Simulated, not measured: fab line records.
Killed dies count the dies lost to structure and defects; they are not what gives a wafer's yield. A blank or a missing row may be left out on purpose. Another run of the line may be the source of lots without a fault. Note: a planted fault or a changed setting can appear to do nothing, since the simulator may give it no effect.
Matching of chambers    flow n5-finfet    4 sister chambers for N5_BEOL_M11_CMP_52 on cmp-03
The step polishes, stops on SiCOH lowk, t overpolish 7 s, target thk 140 nm. 4 wafers are shown with their chamber, then 7 later ones without.

## WAFERS PAIRED WITH THEIR CHAMBERS
wafer   chamber  motor-current-A (A)
L080.4  1        5.6
L090.3  0        5.5
L090.4  3        5.7
L092.1  2        6.0

## WAFERS WHOSE CHAMBER IS MISSING
wafer   motor-current-A (A)
L092.2  6.1
L092.3  5.6
L095.1  5.3
L095.2  5.8
L095.3  5.6
L094.2  5.5
L094.4  5.5

## CHAMBER TAKEN BY EACH
wafer    from the rows above            in truth
L092.2   2                              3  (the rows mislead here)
L092.3   can't be placed: 1 or 0 or 3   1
L095.1   can't be placed: 0 or 1        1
L095.2   can't be placed: 3 or 1 or 2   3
L095.3   can't be placed: 1 or 0 or 3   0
L094.2   can't be placed: 0 or 1        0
L094.4   can't be placed: 0 or 1        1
0 of 7 placed correctly. Can't be placed from these rows: 6 (the true chamber is among the candidates in 6). Wrongly placed: 1.
How it was worked out, from the rows above alone: a wafer's distance from a chamber is the root of the sum, over the readings, of the square of ((its reading less the chamber's mean) divided by the reading's scatter). If the next closest chamber is less than 2 further off than the closest, the wafer can't be placed; otherwise it belongs to the closest. For every chamber, the mean is computed from those of its wafers that are shown. The scatter: root of mean squared gap, hidden wafer to nearest shown wafer, with one shown wafer a chamber.
